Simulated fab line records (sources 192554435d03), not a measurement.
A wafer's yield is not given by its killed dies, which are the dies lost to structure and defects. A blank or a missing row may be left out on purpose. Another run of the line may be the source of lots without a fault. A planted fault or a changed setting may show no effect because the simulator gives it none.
Matching of chambers / flow n5 finfet / N5_BEOL_M3_ETCH_77 on rie diel-03 has 4 sister chambers
The step etches underlayer in N2/H2, target depth 6.5 nm, time 5.2 s. 4 wafers are shown with their chamber, then 11 later ones without.

## WAFERS WITH THEIR CHAMBER
wafer=L087.2; chamber=1; showerhead plenum p Torr (Torr)=2.62
wafer=L087.3; chamber=0; showerhead plenum p Torr (Torr)=2.49
wafer=L090.2; chamber=3; showerhead plenum p Torr (Torr)=2.58
wafer=L093.1; chamber=2; showerhead plenum p Torr (Torr)=2.71

## WAFERS WITH NO CHAMBER GIVEN
wafer=L093.5; showerhead plenum p Torr (Torr)=2.58
wafer=L093.6; showerhead plenum p Torr (Torr)=2.49
wafer=L092.2; showerhead plenum p Torr (Torr)=2.58
wafer=L092.4; showerhead plenum p Torr (Torr)=2.49
wafer=L092.5; showerhead plenum p Torr (Torr)=2.61
wafer=L094.1; showerhead plenum p Torr (Torr)=2.61
wafer=L094.3; showerhead plenum p Torr (Torr)=2.70
wafer=L094.4; showerhead plenum p Torr (Torr)=2.48
wafer=L095.2; showerhead plenum p Torr (Torr)=2.58
wafer=L095.4; showerhead plenum p Torr (Torr)=2.61
wafer=L095.5; showerhead plenum p Torr (Torr)=2.48

## WHICH CHAMBER EACH WENT THROUGH
wafer=L093.5; from the rows above=3; in truth=3
wafer=L093.6; from the rows above=0; in truth=0
wafer=L092.2; from the rows above=3; in truth=3
wafer=L092.4; from the rows above=0; in truth=0
wafer=L092.5; from the rows above=1; in truth=1
wafer=L094.1; from the rows above=1; in truth=1
wafer=L094.3; from the rows above=2; in truth=2
wafer=L094.4; from the rows above=0; in truth=0
wafer=L095.2; from the rows above=3; in truth=3
wafer=L095.4; from the rows above=1; in truth=1
wafer=L095.5; from the rows above=0; in truth=0
Correctly placed: 11 of 11. From these rows, 0 cannot be placed. Placed wrongly: 0.
How it was worked out, from the rows above alone: a wafer's distance from a chamber is the root of the sum, over the readings, of the square of ((its reading less the chamber's mean) divided by the reading's scatter). If the next closest chamber is less than 2 further off than the closest, the wafer can't be placed; otherwise it belongs to the closest. For every chamber, the mean is computed from those of its wafers that are shown. The scatter: root of mean squared gap, hidden wafer to nearest shown wafer, with one shown wafer a chamber.
